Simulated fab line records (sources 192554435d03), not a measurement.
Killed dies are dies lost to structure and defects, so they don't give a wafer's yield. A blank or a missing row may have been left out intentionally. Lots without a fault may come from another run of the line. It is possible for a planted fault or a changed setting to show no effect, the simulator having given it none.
Matching of chambers    flow n5 finfet    N5_BEOL_M2_ILD_DEP_00 on pecvd-01 has 3 sister chambers
The step deposits SiOC from DEMS/O2, target thk 79 nm, time 15.3 s. 18 wafers are shown with their chamber, then 9 later ones without.

WAFERS, EACH WITH ITS CHAMBER
wafer   chamber  heater power w (W)  throttle valve pct (%)  showerhead plenum p Torr (Torr)
L077.1  1        584                 12.2                    5.690
L077.4  0        409                 11.8                    5.700
L077.6  2        418                 11.8                    5.686
L081.2  0        418                 11.7                    5.707
L081.4  1        502                 12.7                    5.679
L081.5  0        432                 11.4                    5.710
L082.4  2        410                 11.4                    5.696
L082.5  0        416                 11.7                    5.710
L082.6  1        573                 12.5                    5.682
L083.1  0        356                 11.6                    5.702
L083.2  2        420                 11.5                    5.699
L083.6  2        418                 11.7                    5.685
L086.1  2        431                 11.6                    5.689
L086.2  1        583                 12.5                    5.683
L086.3  0        387                 11.7                    5.708
L090.3  0        407                 11.8                    5.695
L090.4  2        368                 11.8                    5.681
L090.6  1        541                 12.4                    5.682

SIGNATURES, as means of the wafers listed above
reading                   chamber 0  chamber 1  chamber 2  scatter within a chamber
heater power w            403.57     556.60     410.83     27.2
throttle valve pct        11.671     12.460     11.633     0.159
showerhead plenum p Torr  5.70457    5.68320    5.68933    0.00577
Rule: for each reading, subtract the chamber's mean from the wafer's reading, divide by that reading's scatter and square the result; add these up over the readings and take the root, which gives the wafer's distance from the chamber. If the next closest chamber is less than 2 further off than the closest, the wafer can't be placed; otherwise it belongs to the closest. The scatter: the root of (the sum of the squares of (reading less its chamber's mean) over the shown wafers, divided by (wafers less chambers)).

WAFERS WITH NO CHAMBER GIVEN
wafer   heater power w (W)  throttle valve pct (%)  showerhead plenum p Torr (Torr)
L091.2  402                 11.7                    5.715
L091.3  500                 13.0                    5.691
L091.6  419                 11.6                    5.729
L092.2  350                 11.8                    5.681
L092.3  526                 12.7                    5.698
L092.4  387                 12.0                    5.706
L095.2  502                 12.5                    5.683
L095.3  424                 11.3                    5.698
L095.4  406                 11.8                    5.722

WHICH CHAMBER EACH WENT THROUGH
wafer   from the rows above      in truth
L091.2  0                        0
L091.3  1                        1
L091.6  0                        0
L092.2  can't be placed: 2 or 0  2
L092.3  1                        1
L092.4  can't be placed: 0 or 2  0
L095.2  1                        1
L095.3  can't be placed: 2 or 0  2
L095.4  0                        0
6 of 9 placed correctly. These rows do not allow placing 3 (true chamber among the candidates in 3). Wrongly placed: 0.
